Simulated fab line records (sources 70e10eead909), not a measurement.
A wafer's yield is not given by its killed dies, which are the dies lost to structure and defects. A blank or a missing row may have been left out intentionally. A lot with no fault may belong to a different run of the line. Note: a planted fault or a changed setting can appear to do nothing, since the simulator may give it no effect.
Which tool was responsible?    flow nand_harc    13 lots with 39 wafers sampled at 5 steps, on a route of 1302 steps

WHAT THE GAUGES READ, wafer by wafer
NHARC_THIN_TSV_CD_MEAS_16.
lot   measured      on         cd_nm (nm)
L953  day 24 01:41  cd_sem-01  999.8 999.6 1000.9
L954  day 24 02:53  cd_sem-03  998.6 999.7 1000.4
L955  day 25 01:08  cd_sem-03  998.1 996.9 998.5
L958  day 25 14:13  cd_sem-03  996.1 997.6 996.1
L961  day 26 15:43  cd_sem-02  997.9 997.7 995.5
L962  day 27 23:10  cd_sem-03  996.9 996.7 998.4
L963  day 27 21:52  cd_sem-02  1003.5 1001.7 1000.1
L965  day 28 20:10  cd_sem-01  1000.8 1003.6 1003.8
L964  day 28 18:58  cd_sem-02  996.3 996.0 998.4
L968  day 30 09:51  cd_sem-02  1001.2 999.2 1001.0
L969  day 30 20:41  cd_sem-01  1000.4 999.7 996.4
L971  day 31 11:34  cd_sem-01  998.4 998.2 999.2
L970  day 31 06:58  cd_sem-01  1001.0 1002.4 997.1

NHARC_THIN_TSV_CD_MEAS_37.
lot   measured      on         cd_nm (nm)
L953  day 24 08:02  cd_sem-02  5001.0 5000.0 5003.8
L954  day 24 09:10  cd_sem-01  5000.9 4999.7 5000.5
L955  day 25 07:44  cd_sem-01  4999.9 5000.1 5001.6
L958  day 25 20:43  cd_sem-01  4997.5 4999.9 4997.7
L961  day 26 22:22  cd_sem-03  4998.7 4999.3 4993.7
L962  day 28 05:52  cd_sem-01  4994.0 4996.3 4998.5
L963  day 28 04:29  cd_sem-03  5005.1 5004.8 5000.2
L965  day 29 03:47  cd_sem-03  5003.1 5004.7 5005.2
L964  day 29 02:10  cd_sem-01  4997.5 4994.7 4996.7
L968  day 30 16:05  cd_sem-01  5001.9 5001.4 4998.8
L969  day 31 03:04  cd_sem-02  5001.6 5002.8 4995.4
L971  day 31 17:55  cd_sem-01  4996.3 5000.7 4999.6
L970  day 31 13:19  cd_sem-02  5002.2 5003.3 4998.9

NHARC_END_SORT_01.
lot   measured      on         killed_at_array  killed_at_other  killed_at_periphery  killed_dies  killed_open  killed_short
L969  day 31 10:37  prober-01  95 123 109       2 1 1            8 6 4                105 130 114  5 6 2        6 2 3
L971  day 32 03:34  prober-01  107 150 94       1 4 1            5 4 3                113 158 98   5 5 2        1 3 1

WHAT TOOL EACH LOT RAN ON (gives the tool, then ch and the chambers of the sampled wafers, and finally the start)
lot   NHARC_A_STAIRCASE_ALD_420         NHARC_THIN_TSV_DESCUM_35
L953  ald_hk-01 ch 0,1,3, day 17 07:45  rie_diel-07 ch 0,1,3, day 24 06:47
L954  ald_hk-04 ch 0,2,3, day 17 20:20  rie_diel-08 ch 0,2,3, day 24 07:53
L955  ald_hk-04 ch 0,2,3, day 18 05:43  rie_diel-08 ch 1,2,3, day 25 06:14
L958  ald_hk-01 ch 0,1,3, day 19 04:15  rie_diel-08 ch 0,1,2, day 25 19:19
L961  ald_hk-04 ch 1,3, day 20 15:56    rie_diel-01 ch 0,1,3, day 26 21:04
L962  ald_hk-04 ch 1,2, day 21 12:07    rie_diel-08 ch 0,3, day 28 04:35
L963  ald_hk-04 ch 0,2, day 21 14:04    rie_diel-08 ch 0,1, day 28 02:58
L965  ald_hk-02 ch 0,2,3, day 22 11:55  rie_diel-07 ch 0,1,3, day 29 02:30
L964  ald_hk-01 ch 0,3, day 22 13:17    rie_diel-07 ch 1,3, day 29 00:53
L968  ald_hk-02 ch 0,1,2, day 23 22:31  rie_diel-08 ch 1,2,3, day 30 14:50
L969  ald_hk-02 ch 2,3, day 24 08:28    rie_diel-08 ch 0,1, day 31 01:47
L971  ald_hk-02 ch 1,2,3, day 24 19:16  rie_diel-07 ch 0,2,3, day 31 16:40
L970  ald_hk-04 ch 0,2,3, day 24 20:51  rie_diel-01 ch 1,2, day 31 12:03
- NHARC_A_STAIRCASE_ALD_420: deposits SiO2, target thk 20 nm, pulse time 6 s, ald cycles 200.
- NHARC_THIN_TSV_DESCUM_35: chemistry O2, time 3 s.

AS READ BY THE TOOLS THEMSELVES (means over the sampled wafers that have a number; for cases with no such wafer, the mark the record gives instead)
NHARC_A_STAIRCASE_ALD_420.
lot   tool       heater_power_w (W)  precursor_pulse_height_rel
L953  ald_hk-01  442                 0.985
L954  ald_hk-04  464                 0.997
L955  ald_hk-04  460                 1.007
L958  ald_hk-01  449                 0.997
L961  ald_hk-04  479                 1.005
L962  ald_hk-04  445                 1.006
L963  ald_hk-04  449                 0.995
L965  ald_hk-02  480                 1.002
L964  ald_hk-01  409                 0.992
L968  ald_hk-02  468                 0.996
L969  ald_hk-02  442                 1.017
L971  ald_hk-02  445                 0.991
L970  ald_hk-04  459                 1.015

NHARC_THIN_TSV_DESCUM_35.
lot   tool         chamber_pressure_mTorr (mTorr)  drypump_motor_current_A (A)  oes_product_au (a.u.)  rf_vpp_V (V)  showerhead_plenum_p_Torr (Torr)  throttle_valve_pct (%)
L953  rie_diel-07  60.02                           5.8                          1.009                  57.5          1.88                             11.303
L954  rie_diel-08  60.04                           5.5                          1.003                  57.5          1.93                             11.317
L955  rie_diel-08  60.00                           5.8                          1.009                  58.0          1.94                             11.300
L958  rie_diel-08  60.00                           5.8                          1.005                  57.7          1.91                             11.301
L961  rie_diel-01  60.01                           6.2                          1.001                  58.3          2.00                             11.306
L962  rie_diel-08  60.03                           5.0                          0.997                  58.1          1.91                             11.312
L963  rie_diel-08  59.96                           5.6                          0.992                  57.3          1.87                             11.308
L965  rie_diel-07  59.96                           5.8                          1.017                  57.9          1.88                             11.311
L964  rie_diel-07  60.09                           6.0                          1.001                  57.1          1.81                             11.317
L968  rie_diel-08  59.96                           5.7                          1.005                  57.9          1.94                             11.303
L969  rie_diel-08  60.02                           5.6                          0.991                  58.1          1.87                             11.313
L971  rie_diel-07  60.06                           5.9                          1.004                  58.0          1.90                             11.306
L970  rie_diel-01  59.96                           5.6                          1.005                  57.7          1.86                             11.318

THE ANSWER, worked out from the rows above alone
Rule: the lots themselves supply what counts as usual. Put in order of their means at a reading, lots are off if they are a third of the lots or fewer, leave a main group of 4 or more, and stand apart from it by a gap of 3 or more times the standard deviation of the main group's means; of several such gaps the widest counts. A main group whose means are all the same, to the digits that the tables above print for the reading, isn't used. Also off: a lot with no number at a reading for which 4 or more lots have one. Any other lot the step has rows for is counted as sound. After the gauges, taken in route order, come the tools' own readings; for these a lot's mean is taken, as printed above. The first step at which some lot is off is used, and at that step the reading that is off furthest; a lot without a number counts as furthest.
Across all readings shown, no lot is off: no conclusion can be drawn from this.

WHAT THE SIMULATOR HAD INSERTED
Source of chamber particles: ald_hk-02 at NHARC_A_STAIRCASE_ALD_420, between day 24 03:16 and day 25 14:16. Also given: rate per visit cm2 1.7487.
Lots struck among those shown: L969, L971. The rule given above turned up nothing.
